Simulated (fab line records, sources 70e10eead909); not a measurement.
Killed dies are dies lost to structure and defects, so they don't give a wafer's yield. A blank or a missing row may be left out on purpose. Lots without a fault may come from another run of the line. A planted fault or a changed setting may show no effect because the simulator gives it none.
A struck lot beside a sound one | flow nand_harc | 14 steps out of a route of 1302
Sound: wafers L881.3, L881.4, L881.5. Struck: wafers L889.1, L889.2, L889.6. The cause comes at the end.
At each step with rows: each side's tool, then ch and its chambers, then its first start. Under that, the readings that differ: sound wafers | struck wafers | difference of the means | sigmas: that difference in standard deviations of wafers without a fault.
alike: readings whose means differ by less than 2 such deviations, and words and numbers that are the same on both sides. not compared: withheld readings, readings that some wafer has no value for, bounds like >300 that may hide the same value, and numbers for which the record gives no deviation and whose values overlap.
The two part at a step that has a row with sigmas, a row that says differs or no value, or rows on one side only. Numbers that don't overlap but have no deviation are shown without sigmas and don't part them. A reading that every wafer of one side lacks parts them only if that side has two wafers or more.

first, 2 steps without rows for these wafers: NHARC_A_SOURCE_PLATE_CVD_03 (deposits poly-Si, target thk 200 nm, time 4000 s); NHARC_A_SOURCE_PLATE_ANNEAL_05 (time 1800 s).
NHARC_A_SOURCE_PLATE_THK_MEAS_06: measures by ellipsometry.
  sound on film_metro-02, day 7 15:41; struck on film_metro-01, day 11 01:53
  alike: thk_nm
NHARC_A_SOURCE_PLATE_INSPECT_08:
  sound on defect_inspect-01, day 7 15:46; struck on defect_inspect-01, day 11 02:00
  alike: raw_defect_count
then, 1 step without rows for these wafers: NHARC_A_ONON_D1_DEP_00 (target thk 1000 nm).
NHARC_A_ONON_D1_THK_MEAS_02: measures by ellipsometry.
  sound on film_metro-02, day 7 16:20; struck on film_metro-02, day 11 02:34
  alike: thk_nm
then, 1 step without rows for these wafers: NHARC_A_ONON_D1_DEP_03 (target thk 1000 nm).
NHARC_A_ONON_D1_THK_MEAS_05: measures by ellipsometry.
  sound on film_metro-02, day 7 16:54; struck on film_metro-02, day 11 03:08
  reading     | sound          | struck      | difference | sigmas
  thk_nm (nm) | 1013 1012 1013 | 992 991 993 | -21        | -2
then, 1 step without rows for these wafers: NHARC_A_ONON_D1_DEP_06 (target thk 1000 nm).
NHARC_A_ONON_D1_THK_MEAS_08: measures by ellipsometry.
  sound on film_metro-01, day 7 17:28; struck on film_metro-01, day 11 03:43
  alike: thk_nm
NHARC_A_ONON_D1_DEP_09: target thk 1000 nm.
  sound on pecvd_onon-02 ch 0, day 7 17:39; struck on pecvd_onon-02 ch 0, day 11 03:46
  alike: sih4_flow_sccm
NHARC_A_ONON_D1_THK_MEAS_11: measures by ellipsometry.
  sound on film_metro-01, day 7 18:02; struck on film_metro-02, day 11 04:16
  reading     | sound       | struck      | difference | sigmas
  thk_nm (nm) | 994 994 992 | 600 600 602 | -393       | -39
then, 1 step without rows for these wafers: NHARC_A_ONON_D1_DEP_12 (target thk 1000 nm).
-- the record jumps here: 16 days lie between the struck wafers' starts before and after (it left off in module A_ONON_D1 and takes up again in module END, whose first step shown is number 1302 of the route) --
NHARC_END_SORT_01:
  the record has rows for the struck wafers here (prober-02 ch 0, day 27 14:03) and none for the sound ones

WHERE THEY PART
First at NHARC_A_ONON_D1_THK_MEAS_05; last, within this record, at NHARC_END_SORT_01.

WHY: what the simulator had put in
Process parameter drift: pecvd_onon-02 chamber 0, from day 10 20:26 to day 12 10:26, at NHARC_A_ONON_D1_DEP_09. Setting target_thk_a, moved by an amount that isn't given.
